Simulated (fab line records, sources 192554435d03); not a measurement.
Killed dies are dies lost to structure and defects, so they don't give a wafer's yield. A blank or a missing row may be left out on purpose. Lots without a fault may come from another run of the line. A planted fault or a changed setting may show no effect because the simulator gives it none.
fab line records | flow n5_finfet
record lots=5 wafers=15 last_day=19
route steps=1938 shown BEOL_M9@1453 BEOL_M10@1470
lots that met no fault: from a run of the same line without faults
start_h: hours from the record's first day to the start of the lot's first wafer shown | wait_h: hours since the lot's step before | " the same as in the row above | L1.1+2: a row that stands for several wafers | - no value, or no start given | * or withheld: withheld | < > ~ a bound
route shown NAME@n: a module of which the file shows steps, and the number in the route of the first | usual: mean/standard deviation of fault-free wafers | same: alike in all rows | chamber/n: place in a boat | sites: the reading at each site | _std_site: their standard deviation | _edge_site: outer sites' mean less inner sites' | radius_mm: how far each site lies from the wafer's centre | mask NAME#n: copy n | behind: the tool/chamber that last shaped the wafer | hold: why the lot was held/for how many hours/how that ended | device: the transistor (n, p or np) that didn't switch | end of line: the same wafers' tests at the end of the route | a step without rows: its recipe alone | killed: dies lost to structure and defects at the first sort, not the wafer's yield | map: a wafer's dies, x killed, . not, _ none there
set.NAME: the setting as run; set.NAME@STEP: as run at that earlier step | model.NAME: the simulator's own value behind a step, which no gauge read
lots at some steps of the route; a table a step, a row a wafer
services: from which hour (start_h, from the record's first day; less than 0 if before it) a tool's chamber was out of use, for how many hours, and why
## steps
# step N5_BEOL_M9_SRD_43
# recipe time_s=30 temp_c=23 rinse_liquid=diw dry=ipa_marangoni
# columns lot.wafer tool chamber start_h wait_h
L080.1+4+5 wet_bench-01 4,0,6 264.12 0.0
L084.1+5+6 wet_bench-02 5,7,0 289.03 0.0
L085.4+5+6 wet_bench-02 5,6,4 297.11 0.0
L097.2+4+5 wet_bench-04 6,1,7 363.17 0.0
L096.1+2+3 wet_bench-01 3,7,2 380.25 0.0
# step N5_BEOL_M9_CD_MEAS_35
# recipe target_cd_nm=70 target_cd_y_nm=40 polarity=opening
# usual cd_nm=70.1/0.56
# columns lot.wafer tool chamber start_h wait_h cd_nm
L080.1 cd_sem-02 - 264.16 0.0 70.6
L080.4 " - " " 69.4
L080.5 " - " " 69.9
L084.1 cd_sem-03 - 289.07 0.0 70.2
L084.5 " - " " 71.0
L084.6 " - " " 69.6
L085.4 cd_sem-01 - 297.17 0.0 69.7
L085.5 " - " " 69.0
L085.6 " - " " 69.1
L097.2 cd_sem-02 - 363.21 0.0 69.7
L097.4 " - " " 70.4
L097.5 " - " " 70.1
L096.1 cd_sem-01 - 380.29 0.0 69.8
L096.2 " - " " 70.1
L096.3 " - " " 70.8
# step N5_BEOL_M9_CURE_72
# recipe temp_c=370 time_s=120 ambient=DMADMS/He material=SiCOH_lowk
# usual lamp_power_pct=52.31/0.06 wafer_temp_C_max=371.9/0.7
# columns lot.wafer tool chamber start_h wait_h lamp_power_pct wafer_temp_C_max
L080.1 uv_cure-03 0 264.20 0.0 52.40 371.5
L080.4 " 0 " " 52.31 371.3
L080.5 " 0 " " 52.38 371.0
L084.1 uv_cure-02 2 289.11 0.0 52.28 371.6
L084.5 " 2 " " 52.33 370.9
L084.6 " 2 " " 52.40 370.7
L085.4 uv_cure-02 2 297.36 0.2 52.23 371.4
L085.5 " 2 " " 52.34 370.8
L085.6 " 2 " " 52.39 370.8
L097.2 uv_cure-01 1 363.36 0.1 52.25 373.1
L097.4 " 1 " " 52.37 372.5
L097.5 " 1 " " 52.22 372.2
L096.1 uv_cure-02 0 380.33 0.0 52.33 371.4
L096.2 " 0 " " 52.30 371.7
L096.3 " 0 " " 52.26 371.5
# step N5_BEOL_M9_DEGAS_44
# recipe ambient=vacuum temp_c=250 time_s=60
# usual heater_power_w=318/42 susceptor_temp_C=250.03/0.18
# columns lot.wafer tool chamber start_h wait_h heater_power_w susceptor_temp_C
L080.1 pvd_sputter-02 - 264.52 0.3 336 249.88
L080.4 " - " " 345 250.15
L080.5 " - " " 330 249.68
L084.1 pvd_sputter-01 - 289.45 0.3 338 250.39
L084.5 " - " " 332 250.21
L084.6 " - " " 251 250.25
L085.4 pvd_sputter-01 - 297.80 0.4 340 250.16
L085.5 " - " " 336 250.26
L085.6 " - " " 256 250.14
L097.2 pvd_sputter-03 - 363.98 0.5 311 250.17
L097.4 " - " " 371 249.86
L097.5 " - " " 360 249.80
L096.1 pvd_sputter-01 - 380.84 0.5 254 250.26
L096.2 " - " " 340 250.00
L096.3 " - " " 333 250.02
# step N5_BEOL_M9_PRE_CLEAN_45
# recipe gas=H2/He time_s=30 temp_c=250
# usual heater_power_w=318/41 susceptor_temp_C=249.96/0.17
# columns lot.wafer tool chamber start_h wait_h heater_power_w susceptor_temp_C
L080.1 pvd_sputter-02 - 264.56 0.0 342 249.90
L080.4 " - " " 346 250.05
L080.5 " - " " 333 249.84
L084.1 pvd_sputter-01 - 289.49 0.0 334 249.78
L084.5 " - " " 326 249.83
L084.6 " - " " 258 250.49
L085.4 pvd_sputter-01 - 297.84 0.0 330 249.54
L085.5 " - " " 319 249.92
L085.6 " - " " 253 250.02
L097.2 pvd_sputter-03 - 364.02 0.0 321 249.87
L097.4 " - " " 362 249.92
L097.5 " - " " 358 250.11
L096.1 pvd_sputter-01 - 380.88 0.0 257 249.88
L096.2 " - " " 336 250.07
L096.3 " - " " 333 249.75
# step N5_BEOL_M9_ALD_74
# recipe material=TaN target_thk_a=20 temp_c=275 ald_precursor_family=PDMAT ald_co_reactant=NH3 pressure_torr=3 carrier_flow_sccm=1500 pulse_time_s=2 purge_time_s=3 co_reactant_purge_time_s=2 co_reactant_pulse_time_s=3 ald_cycles=40 precursor_vessel_temp_c=75 precursor_vessel_pressure_torr=26.25 precursor_vessel_carrier_sccm=1000
# usual heater_power_w=429/47 susceptor_temp_C=274.98/0.19
# same purge_time_s=3
# columns lot.wafer tool chamber start_h wait_h heater_power_w susceptor_temp_C
L080.1 ald_metal-04 3 264.62 0.0 376 274.94
L080.4 " 1 " " 430 274.65
L080.5 " 3 " " 365 275.02
L084.1 ald_metal-04 3 289.69 0.2 378 274.96
L084.5 " 3 " " 369 274.72
L084.6 " 0 " " 444 274.84
L085.4 ald_metal-04 0 297.90 0.0 440 275.31
L085.5 " 3 " " 368 275.30
L085.6 " 2 " " 511 274.92
L097.2 ald_metal-04 1 364.10 0.1 427 274.93
L097.4 " 3 " " 355 275.25
L097.5 " 2 " " 445 274.97
L096.1 ald_metal-04 2 381.03 0.1 461 275.15
L096.2 " 1 " " 422 275.06
L096.3 " 0 " " 418 274.76
# step N5_BEOL_M9_SURFACE_TREAT_79
# recipe gas=Ar time_s=* ion_energy_ev=* ion_current_ma_cm2=0.5 pressure_mtorr=* ar_flow_sccm=30
# usual throttle_valve_pct=*
# columns lot.wafer tool chamber start_h wait_h throttle_valve_pct
L080.1 pvd_sputter-02 - 264.90 0.2 *
L080.4 " - " " *
L080.5 " - " " *
L084.1 pvd_sputter-02 - 290.99 1.2 *
L084.5 " - " " *
L084.6 " - " " *
L085.4 pvd_sputter-02 - 298.23 0.2 *
L085.5 " - " " *
L085.6 " - " " *
L097.2 pvd_sputter-01 - 364.46 0.2 *
L097.4 " - " " *
L097.5 " - " " *
L096.1 pvd_sputter-01 - 381.38 0.2 *
L096.2 " - " " *
L096.3 " - " " *
# step N5_BEOL_M9_CVD_78
# recipe material=Co target_thk_a=20 temp_c=withheld precursor=CCTBA/H2 pressure_torr=30 time_s=138.9
# columns lot.wafer tool chamber start_h wait_h
L080.1+4+5 cvd_co-01 2,2,0 265.19 0.3
L084.1+5+6 cvd_co-01 2,2,1 291.28 0.3
L085.4+5+6 cvd_co-02 0,1,2 298.40 0.1
L097.2+4+5 cvd_co-02 0,1,2 364.52 0.0
L096.1+2+3 cvd_co-01 2,0,1 381.54 0.1
# step N5_BEOL_M9_SPUTTER_48
# recipe material=Cu target_thk_a=120 temp_c=-20 bias_v=60 power_w=26000 chamber_pressure_pa=0.13 time_s=2
# usual cathode_dc_power_W=26000/4.1 chuck_gas_flow_sccm=1.26/0.054 chuck_sensor_temp_C=-16.0/0.44 susceptor_temp_C=-20.01/0.11 throttle_valve_pct=30.3/1.2
# columns lot.wafer tool chamber start_h wait_h cathode_dc_power_W chuck_gas_flow_sccm chuck_sensor_temp_C susceptor_temp_C throttle_valve_pct
L080.1 pvd_sputter-02 - 266.82 1.6 25996 1.22 -16.0 -19.92 30.4
L080.4 " - " " 26005 1.24 -16.4 -19.96 31.3
L080.5 " - " " 25999 1.26 -16.3 -19.94 31.1
L084.1 pvd_sputter-01 - 291.61 0.3 26003 1.24 -15.7 -19.96 30.5
L084.5 " - " " 25998 1.24 -15.9 -20.04 30.7
L084.6 " - " " 26005 1.24 -16.6 -19.91 29.9
L085.4 pvd_sputter-01 - 298.53 0.1 25994 1.39 -16.7 -19.85 30.5
L085.5 " - " " 26000 1.24 -16.0 -19.99 28.3
L085.6 " - " " 26000 1.23 -16.6 -20.18 31.6
L097.2 pvd_sputter-01 - 364.74 0.2 25993 1.18 -16.6 -19.74 31.4
L097.4 " - " " 26005 1.27 -15.9 -19.91 28.3
L097.5 " - " " 26000 1.32 -16.0 -20.10 28.3
L096.1 pvd_sputter-02 - 381.67 0.1 25999 1.28 -16.3 -19.99 31.5
L096.2 " - " " 26000 1.23 -16.1 -19.86 29.5
L096.3 " - " " 26002 1.22 -16.0 -19.93 29.9
# step N5_BEOL_M9_ECD_50
# recipe material=Cu target_thk_a=3180
# columns lot.wafer tool chamber start_h wait_h
L080.1+4+5 ecd_cu-01 1,0,0 266.94 0.1
L084.1+5+6 ecd_cu-01 1,0,1 291.73 0.1
L085.4+5+6 ecd_cu-01 0,0,1 298.67 0.1
L097.2+4+5 ecd_cu-02 1,1,0 364.86 0.1
L096.1+2+3 ecd_cu-02 0,1,1 381.80 0.1
# step N5_BEOL_M9_ANNEAL_51
# recipe temp_c=225 time_s=90 ambient=N2
# usual anneal_temp_c_max=226.0/0.42 wafer_temp_C_max=226.4/0.42
# columns lot.wafer tool chamber start_h wait_h anneal_temp_c_max wafer_temp_C_max
L080.1 rtp_anneal-02 0 267.10 0.1 226.7 226.6
L080.4 " 0 " " 226.6 226.7
L080.5 " 0 " " 226.3 226.8
L084.1 rtp_anneal-01 0 292.15 0.4 225.9 225.9
L084.5 " 0 " " 225.8 226.0
L084.6 " 0 " " 225.5 225.6
L085.4 rtp_anneal-01 0 299.44 0.7 225.2 225.8
L085.5 " 0 " " 225.4 226.3
L085.6 " 0 " " 225.6 225.8
L097.2 rtp_anneal-01 0 365.10 0.2 225.5 226.1
L097.4 " 0 " " 225.5 226.0
L097.5 " 0 " " 225.9 225.9
L096.1 rtp_anneal-02 0 382.65 0.8 226.6 226.6
L096.2 " 0 " " 226.4 226.7
L096.3 " 0 " " 226.5 226.4
# step N5_BEOL_M9_CMP_52
# recipe stop_on=SiCOH_lowk t_overpolish_s=7 down_force_psi=1 platen_rpm=50 clearing_platen_down_force_psi=1.5 clearing_platen_rpm=50 post_cmp_clean=cu_alkaline target_thk_nm=140 clearing_platen_pad_velocity_m_s=0.99484 pad_velocity_m_s=0.99484
# usual barrier_field_endpoint_s=29.0/0.71 head_pressure_psi=1.0004/0.0022 motor_current_A=6.1/0.53 overpolish_run_s=7.000/0.0097 time_to_endpoint_s=66/3.4
# columns lot.wafer tool chamber start_h wait_h barrier_field_endpoint_s head_pressure_psi motor_current_A overpolish_run_s time_to_endpoint_s
L080.1 cmp-03 2 267.44 0.3 29.6 1.0015 6.0 6.995 72
L080.4 " 0 " " 29.9 0.9986 5.5 7.000 71
L080.5 " 1 " " 29.1 0.9988 6.1 6.998 69
L084.1 cmp-01 1 292.44 0.3 30.0 1.0002 6.6 6.992 70
L084.6 " 1 " " 29.0 1.0021 6.5 7.023 65
L084.5 " 2 " " 28.6 1.0037 6.3 6.999 61
L085.4 cmp-01 2 299.64 0.2 27.6 0.9967 6.0 6.983 62
L085.5 " 1 " " 29.0 1.0037 6.8 7.001 67
L085.6 " 2 " " 27.9 0.9973 6.1 6.992 66
L097.4 cmp-04 3 365.39 0.2 28.8 1.0027 5.8 7.006 66
L097.2 " 0 " " 28.9 0.9989 6.4 7.007 68
L097.5 " 3 " " 28.3 1.0041 5.8 7.002 66
L096.1 cmp-04 3 382.94 0.3 28.6 0.9996 6.1 7.016 62
L096.2 " 1 " " 28.2 0.9992 6.0 6.997 60
L096.3 " 2 " " 29.3 1.0014 5.9 6.994 66
# step N5_BEOL_M9_THK_MEAS_53
# recipe thk_meas_gauge=xrf reads=Cu_of_BEOL_M9_ECD_50
# usual M9_THK=141.5/2.7
# columns lot.wafer tool chamber start_h wait_h M9_THK[nm]
L080.1 film_metro-01 - 267.70 - 146.4
L080.4 " - " " 146.4
L080.5 " - " " 142.9
L084.1 film_metro-01 - 292.74 - 136.5
L084.5 " - " " 137.1
L084.6 " - " " 142.0
L085.4 film_metro-01 - 299.89 - 143.0
L085.5 " - " " 144.6
L085.6 " - " " 139.8
L097.2 film_metro-02 - 365.65 - 140.5
L097.4 " - " " 138.1
L097.5 " - " " 136.2
L096.1 film_metro-02 - 383.24 - 140.0
L096.2 " - " " 141.4
L096.3 " - " " 143.3
# step N5_BEOL_M9_PRE_CLEAN_55
# recipe gas=NH3 time_s=15 temp_c=withheld rf_power_w=300
# columns lot.wafer tool chamber start_h wait_h
L080.1+4+5 pecvd-01 0,0,1 267.73 0.0
L084.1+5+6 pecvd-01 0,1,2 292.78 0.0
L085.4+5+6 pecvd-02 0,2,1 299.94 0.0
L097.2+4+5 pecvd-02 1,1,2 365.68 0.0
L096.1+2+3 pecvd-03 2,1,0 383.28 0.0
# step N5_BEOL_M9_DEP_56
# recipe material=SiCN target_thk_a=150 temp_c=withheld precursor=3MS/NH3 pressure_torr=3 rf_w=202 time_s=26.5
# usual showerhead_plenum_p_Torr=3.660/0.012 throttle_valve_pct=9.2/0.5
# columns lot.wafer tool chamber start_h wait_h showerhead_plenum_p_Torr throttle_valve_pct
L080.1 pecvd-01 0 267.76 0.0 3.646 8.5
L080.4 " 0 " " 3.638 8.4
L080.5 " 1 " " 3.665 9.2
L084.1 pecvd-01 0 292.80 0.0 3.647 8.5
L084.5 " 1 " " 3.658 9.5
L084.6 " 2 " " 3.656 8.8
L085.4 pecvd-02 0 299.97 0.0 3.672 8.6
L085.5 " 2 " " 3.627 8.8
L085.6 " 1 " " 3.656 9.5
L097.2 pecvd-02 1 365.71 0.0 3.659 9.2
L097.4 " 1 " " 3.661 9.4
L097.5 " 2 " " 3.631 8.6
L096.1 pecvd-03 2 383.30 0.0 3.667 8.9
L096.2 " 1 " " 3.663 9.2
L096.3 " 0 " " 3.659 9.9
# step N5_BEOL_M9_RS_MEAS_57
# recipe thk_meas_gauge=four-point-probe reads=Cu_of_BEOL_M9_ECD_50+Co_of_BEOL_M9_CVD_78+TaN_of_BEOL_M9_ALD_74
# usual M9_RS=0.1514/0.003
# columns lot.wafer tool chamber start_h wait_h M9_RS[ohm/sq]
L080.1 film_metro-02 - 267.83 0.1 0.1464
L080.4 " - " " 0.1470
L080.5 " - " " 0.1508
L084.1 film_metro-01 - 292.88 0.1 0.1586
L084.5 " - " " 0.1565
L084.6 " - " " 0.1508
L085.4 film_metro-01 - 300.03 0.0 0.1509
L085.5 " - " " 0.1494
L085.6 " - " " 0.1550
L097.2 film_metro-01 - 365.78 0.1 0.1504
L097.4 " - " " 0.1536
L097.5 " - " " 0.1555
L096.1 film_metro-01 - 383.37 0.1 0.1526
L096.2 " - " " 0.1513
L096.3 " - " " 0.1489
# step N5_BEOL_M9_INSPECT_58
# recipe inspect_instrument=darkfield mode=post_dep
# usual raw_defect_count=75/23
# columns lot.wafer tool chamber start_h wait_h raw_defect_count
L080.1 defect_inspect-02 - 267.86 0.0 35
L080.4 " - " " 50
L080.5 " - " " 46
L084.1 defect_inspect-01 - 292.90 0.0 136
L084.5 " - " " 59
L084.6 " - " " 80
L085.4 defect_inspect-01 - 300.06 0.0 78
L085.5 " - " " 66
L085.6 " - " " 77
L097.2 defect_inspect-01 - 365.81 0.0 74
L097.4 " - " " 37
L097.5 " - " " 46
L096.1 defect_inspect-01 - 383.40 0.0 43
L096.2 " - " " 42
L096.3 " - " " 53
# step N5_BEOL_M10_ILD_DEP_00
# recipe material=SiCOH_lowk target_thk_a=3085.1 temp_c=300 precursor=DEMS/porogen pressure_torr=5 rf_w=500 time_s=58
# usual heater_power_w=314/67 showerhead_plenum_p_Torr=5.738/0.015 susceptor_temp_C=300.00/0.21 throttle_valve_pct=14.1/0.67
# columns lot.wafer tool chamber start_h wait_h heater_power_w showerhead_plenum_p_Torr susceptor_temp_C throttle_valve_pct
L080.1 pecvd-02 0 267.89 0.0 239 5.749 299.82 13.6
L080.4 " 1 " " 322 5.714 299.63 14.0
L080.5 " 2 " " 188 5.705 299.95 13.5
L084.1 pecvd-04 2 292.94 0.0 344 5.735 300.37 14.0
L084.5 " 2 " " 264 5.726 299.87 13.6
L084.6 " 0 " " 398 5.739 299.93 13.9
L085.4 pecvd-03 0 300.12 0.1 282 5.733 300.04 15.5
L085.5 " 1 " " 343 5.726 299.93 14.3
L085.6 " 2 " " 417 5.740 299.85 13.6
L097.2 pecvd-04 0 365.84 0.0 395 5.752 299.54 14.1
L097.4 " 1 " " 277 5.764 299.99 14.3
L097.5 " 0 " " 409 5.750 299.93 14.0
L096.1 pecvd-04 0 383.44 0.0 404 5.766 299.89 13.9
L096.2 " 0 " " 413 5.738 300.04 14.0
L096.3 " 0 " " 427 5.734 300.15 14.0
# step N5_BEOL_M10_CURE_71
# recipe temp_c=385 time_s=240 ambient=He/Ar material=SiCOH_lowk
# usual lamp_power_pct=52.31/0.054 wafer_temp_C_max=386.7/0.62
# columns lot.wafer tool chamber start_h wait_h lamp_power_pct wafer_temp_C_max
L080.1 uv_cure-03 0 267.97 0.0 52.30 386.3
L080.4 " 0 " " 52.28 386.2
L080.5 " 0 " " 52.34 386.3
L084.1 uv_cure-03 1 293.10 0.1 52.30 386.7
L084.5 " 1 " " 52.40 387.1
L084.6 " 1 " " 52.32 387.6
L085.4 uv_cure-02 1 300.41 0.3 52.28 387.0
L085.5 " 1 " " 52.40 387.4
L085.6 " 1 " " 52.22 386.7
L097.2 uv_cure-01 2 366.37 0.5 52.25 386.4
L097.4 " 2 " " 52.22 386.8
L097.5 " 2 " " 52.25 387.1
L096.1 uv_cure-01 0 383.63 0.2 52.44 386.1
L096.2 " 0 " " 52.33 386.4
L096.3 " 0 " " 52.36 386.5
# step N5_BEOL_M10_THK_MEAS_01
# recipe reads=SiCOH_lowk_of_BEOL_M10_ILD_DEP_00
# usual M10_ILD_THK=268/3.5
# columns lot.wafer tool chamber start_h wait_h M10_ILD_THK[nm]
L080.1 film_metro-01 - 268.48 0.4 263
L080.4 " - " " 264
L080.5 " - " " 270
L084.1 film_metro-01 - 293.61 0.4 270
L084.5 " - " " 270
L084.6 " - " " 274
L085.4 film_metro-01 - 300.68 0.2 272
L085.5 " - " " 272
L085.6 " - " " 274
L097.2 film_metro-01 - 367.20 0.7 267
L097.4 " - " " 270
L097.5 " - " " 270
L096.1 film_metro-02 - 384.14 0.4 264
L096.2 " - " " 270
L096.3 " - " " 269
# step N5_BEOL_M10_PECVD_70
# recipe material=SiO2 target_thk_a=200 temp_c=400 precursor=TEOS/O2 pressure_torr=5.5 rf_w=450 teos_flow_sccm=53.8 gas=O2 flow_sccm=3000 time_s=22.7
# usual heater_power_w=717/120 showerhead_plenum_p_Torr=8.78/0.054 susceptor_temp_C=400.01/0.21 throttle_valve_pct=22.8/1
# columns lot.wafer tool chamber start_h wait_h heater_power_w showerhead_plenum_p_Torr susceptor_temp_C throttle_valve_pct
L080.1 pecvd-04 1 268.52 0.0 690 8.84 399.97 22.9
L080.4 " 0 " " 871 8.83 400.06 22.4
L080.5 " 1 " " 673 8.84 399.89 23.2
L084.1 pecvd-02 2 293.65 0.0 567 8.64 399.91 21.6
L084.5 " 2 " " 568 8.64 399.90 21.3
L084.6 " 1 " " 743 8.74 399.94 23.3
L085.4 pecvd-04 1 300.74 0.1 673 8.82 400.27 23.1
L085.5 " 2 " " 750 8.77 400.28 22.0
L085.6 " 0 " " 810 8.85 399.70 22.7
L097.2 pecvd-03 1 367.24 0.0 805 8.79 400.33 23.5
L097.4 " 0 " " 661 8.76 400.20 24.7
L097.5 " 1 " " 779 8.80 399.96 23.0
L096.1 pecvd-02 0 384.18 0.0 572 8.80 400.23 22.0
L096.2 " 2 " " 495 8.62 400.34 22.1
L096.3 " 2 " " 486 8.62 399.99 21.9
# step N5_BEOL_M10_HM_DEP_02
# recipe material=TiN target_thk_a=200 temp_c=25 chamber_pressure_pa=0.49996
# usual susceptor_temp_C=25.01/0.1 throttle_valve_pct=30.3/1.2
# columns lot.wafer tool chamber start_h wait_h susceptor_temp_C throttle_valve_pct
L080.1 pvd_sputter-01 - 268.72 0.2 25.08 28.4
L080.4 " - " " 25.01 31.5
L080.5 " - " " 25.16 30.5
L084.1 pvd_sputter-02 - 294.53 0.9 25.00 31.3
L084.5 " - " " 25.08 31.4
L084.6 " - " " 25.20 30.1
L085.4 pvd_sputter-02 - 302.70 1.9 24.91 31.4
L085.5 " - " " 25.07 31.2
L085.6 " - " " 25.06 30.5
L097.2 pvd_sputter-03 - 370.28 3.0 25.04 32.5
L097.4 " - " " 24.70 30.1
L097.5 " - " " 24.93 32.6
L096.1 pvd_sputter-01 - 384.92 0.7 25.12 30.3
L096.2 " - " " 24.97 28.4
L096.3 " - " " 25.11 30.3
# step N5_BEOL_M10_COAT_59
# recipe resist=SOC temp_c=250 time_s=60 spin_rpm=1500 resist_thk_nm=100
# columns lot.wafer tool chamber start_h wait_h
L080.1+4+5 litho_track-02 0 268.85 0.1
L084.1+5+6 litho_track-04 0 294.66 0.1
L085.4+5+6 litho_track-05 0 302.82 0.1
L097.2+4+5 litho_track-02 0 370.41 0.1
L096.1+2+3 litho_track-05 0 385.05 0.1
# step N5_BEOL_M10_COAT_60
# recipe resist=SiARC temp_c=220 time_s=60 spin_rpm=1500 resist_thk_nm=30
# columns lot.wafer tool chamber start_h wait_h
L080.1+4+5 litho_track-02 0 - -
L084.1+5+6 litho_track-04 0 - -
L085.4+5+6 litho_track-05 0 - -
L097.2+4+5 litho_track-02 0 - -
L096.1+2+3 litho_track-05 0 - -
# step N5_BEOL_M10_COAT_05
# recipe resist=CAR-ArF spin_rpm=1500 resist_thk_nm=90
# columns lot.wafer tool chamber start_h wait_h
L080.1+4+5 litho_track-02 0 - -
L084.1+5+6 litho_track-04 0 - -
L085.4+5+6 litho_track-05 0 - -
L097.2+4+5 litho_track-02 0 - -
L096.1+2+3 litho_track-05 0 - -
# step N5_BEOL_M10_EBR_07
# recipe solvent=PGMEA ebr_width_mm=1.5
# columns lot.wafer tool chamber start_h wait_h
L080.1+4+5 litho_track-02 0 - -
L084.1+5+6 litho_track-04 0 - -
L085.4+5+6 litho_track-05 0 - -
L097.2+4+5 litho_track-02 0 - -
L096.1+2+3 litho_track-05 0 - -
# step N5_BEOL_M10_SOFTBAKE_06
# recipe temp_c=110 time_s=60 resist=CAR-ArF
# columns lot.wafer tool chamber start_h wait_h
L080.1+4+5 litho_track-02 0 - -
L084.1+5+6 litho_track-04 0 - -
L085.4+5+6 litho_track-05 0 - -
L097.2+4+5 litho_track-02 0 - -
L096.1+2+3 litho_track-05 0 - -
# step N5_BEOL_M10_EXPOSE_08
# recipe mask_id=M10 na=1.35 source_shape=dipole sigma_inner=0.411 sigma_outer=0.611 polarization=te dose_mj=53.75
# same dipole_opening_deg=40 sigma_outer=0.611
# columns lot.wafer tool chamber start_h wait_h mask
L080.1+4+5 arfi_scanner-01 0 268.97 - M10#0
L084.1+5+6 arfi_scanner-02 0 294.78 - M10#0
L085.4+5+6 arfi_scanner-02 0 302.96 - M10#0
L097.2+4+5 arfi_scanner-02 0 370.65 - M10#0
L096.1+2+3 arfi_scanner-03 0 385.32 - M10#0
# step N5_BEOL_M10_PEB_09
# recipe peb_temp_c=withheld peb_time_s=60 resist=CAR-ArF
# columns lot.wafer tool chamber start_h wait_h
L080.1+4+5 litho_track-02 0 269.03 0.1
L084.1+5+6 litho_track-02 0 294.84 0.1
L085.4+5+6 litho_track-04 0 303.00 0.0
L097.2+4+5 litho_track-05 0 370.71 0.0
L096.1+2+3 litho_track-04 0 385.38 0.1
# step N5_BEOL_M10_DEVELOP_10
# recipe develop_time_s=30 developer=TMAH resist=CAR-ArF rinse_liquid=diw dry=air_spin dev_temp_c=23
# usual developer_temp_C=23.01/0.098
# columns lot.wafer tool chamber start_h wait_h developer_temp_C
L080.1 litho_track-02 0 - - 23.04
L080.4 " 0 " " 23.07
L080.5 " 0 " " 23.05
L084.1 litho_track-02 0 - - 23.07
L084.5 " 0 " " 23.11
L084.6 " 0 " " 23.03
L085.4 litho_track-04 0 - - 22.85
L085.5 " 0 " " 23.03
L085.6 " 0 " " 23.01
L097.2 litho_track-05 0 - - 23.05
L097.4 " 0 " " 22.87
L097.5 " 0 " " 22.92
L096.1 litho_track-04 0 - - 22.86
L096.2 " 0 " " 22.81
L096.3 " 0 " " 23.06
# step N5_BEOL_M10_CD_MEAS_11
# recipe target_cd_nm=64.1 landing_energy_ev=500 detector=se_inlens polarity=opening
# usual cd_nm=64.1/0.49
# columns lot.wafer tool chamber start_h wait_h cd_nm
L080.1 cd_sem-03 0 269.09 - 63.4
L080.4 " 0 " " 64.0
L080.5 " 0 " " 63.6
L084.1 cd_sem-03 0 294.90 - 63.8
L084.5 " 0 " " 63.6
L084.6 " 0 " " 63.9
L085.4 cd_sem-02 0 303.07 - 65.7
L085.5 " 0 " " 63.8
L085.6 " 0 " " 65.0
L097.2 cd_sem-02 0 370.78 - 63.1
L097.4 " 0 " " 64.2
L097.5 " 0 " " 64.1
L096.1 cd_sem-03 0 385.44 - 63.3
L096.2 " 0 " " 63.8
L096.3 " 0 " " 63.6
# step N5_BEOL_M10_OVL_MEAS_12
# recipe points_per_wafer=44
# usual M10_OVL=-0.9/0.7
# columns lot.wafer tool chamber start_h wait_h M10_OVL[nm]
L080.1 overlay-02 0 269.12 0.0 -1.0
L080.4 " 0 " " -0.6
L080.5 " 0 " " -0.1
L084.1 overlay-01 0 294.94 0.0 -1.7
L084.5 " 0 " " -0.7
L084.6 " 0 " " -0.6
L085.4 overlay-01 0 303.10 0.0 -1.9
L085.5 " 0 " " -1.6
L085.6 " 0 " " -0.5
L097.2 overlay-01 0 370.81 0.0 -0.2
L097.4 " 0 " " -1.3
L097.5 " 0 " " -1.5
L096.1 overlay-02 0 385.47 0.0 0.2
L096.2 " 0 " " 0.2
L096.3 " 0 " " -1.2
# step N5_BEOL_M10_INSPECT_13
# recipe mode=adi inspect_instrument=brightfield
# usual raw_defect_count=446/120
# columns lot.wafer tool chamber start_h wait_h raw_defect_count
L080.1 defect_inspect-02 - 269.15 0.0 407
L080.4 " - " " 425
L080.5 " - " " 320
L084.1 defect_inspect-02 - 294.96 0.0 724
L084.5 " - " " 449
L084.6 " - " " 429
L085.4 defect_inspect-01 - 303.12 0.0 356
L085.5 " - " " 467
L085.6 " - " " 574
L097.2 defect_inspect-01 - 370.83 0.0 378
L097.4 " - " " 352
L097.5 " - " " 310
L096.1 defect_inspect-02 - 385.50 0.0 339
L096.2 " - " " 351
L096.3 " - " " 300
# step N5_BEOL_M10_DESCUM_16
# recipe chemistry=O2 time_s=7.9 source_power_w=50 bias_power_w=20 pressure_mtorr=20 rf_frequency_hz=2.712e+07 temp_c=40 resist=CAR-ArF o2_flow_sccm=225
# usual drypump_motor_current_A=5.5/0.38 oes_product_au=0.81/0.082 rf_vpp_V=243.6/1.2 showerhead_plenum_p_Torr=2.12/0.054 throttle_valve_pct=20.45/0.16
# columns lot.wafer tool chamber start_h wait_h drypump_motor_current_A oes_product_au rf_hours_counter_h rf_vpp_V showerhead_plenum_p_Torr throttle_valve_pct
L080.1 rie_diel-01 0 269.19 0.0 5.2 0.84 83 246.4 2.20 20.20
L080.4 " 1 " " 5.9 0.67 247 243.2 2.14 20.44
L080.5 " 1 " " 5.9 0.67 - 244.0 2.14 20.48
L084.1 rie_diel-01 2 294.99 0.0 6.1 0.82 89 244.9 2.21 20.34
L084.5 " 2 " " 6.1 0.83 - 244.5 2.21 20.33
L084.6 " 3 " " 5.7 0.84 - 241.1 2.03 20.33
L085.4 rie_diel-01 0 303.22 0.1 5.3 0.82 97 243.0 2.20 20.21
L085.5 " 3 " " 5.7 0.82 - 240.8 2.03 20.32
L085.6 " 2 " " 6.1 0.81 - 244.8 2.21 20.32
L097.2 rie_diel-02 2 370.86 0.0 5.5 0.68 244 241.5 2.06 20.50
L097.4 " 0 " " 5.6 0.89 36 243.4 2.13 20.60
L097.5 " 1 " " 4.7 0.75 - 243.5 2.09 20.73
L096.1 rie_diel-02 2 385.84 0.3 5.5 0.67 250 243.8 2.06 20.50
L096.2 " 0 " " 5.7 0.88 42 242.3 2.13 20.59
L096.3 " 1 " " 4.7 0.75 171 243.7 2.08 20.76
## services
# columns tool chamber start_h hours kind
cvd_co-01 - 247.49 6.9 pm
arfi_scanner-02 - 251.07 1.0 pm
arfi_scanner-02 - 252.07 3.0 pm
pecvd-03 - 258.24 0.9 repair
ecd_cu-01 - 258.41 6.4 repair
rie_diel-01 0 259.64 4.1 repair
uv_cure-03 - 262.03 1.3 repair
arfi_scanner-02 - 282.86 0.8 repair
pecvd-03 2 284.98 11.5 repair
pecvd-04 - 288.27 0.8 pm
uv_cure-02 - 293.64 2.8 pm
ald_metal-04 3 298.84 10.0 repair
pecvd-02 - 307.65 14.6 pm
pecvd-01 - 308.01 1.3 repair
rie_diel-01 - 310.45 2.8 pm
ald_metal-04 - 316.94 2.8 pm
pecvd-04 0 319.67 12.2 repair
uv_cure-03 - 324.96 13.2 repair
arfi_scanner-02 - 325.67 1.3 pm
pecvd-01 - 330.68 2.8 pm
rie_diel-01 0 331.37 1.3 repair
ald_metal-04 - 337.25 14.0 pm
uv_cure-02 - 353.23 1.0 pm
pecvd-04 2 378.72 11.0 repair
## key
fault none
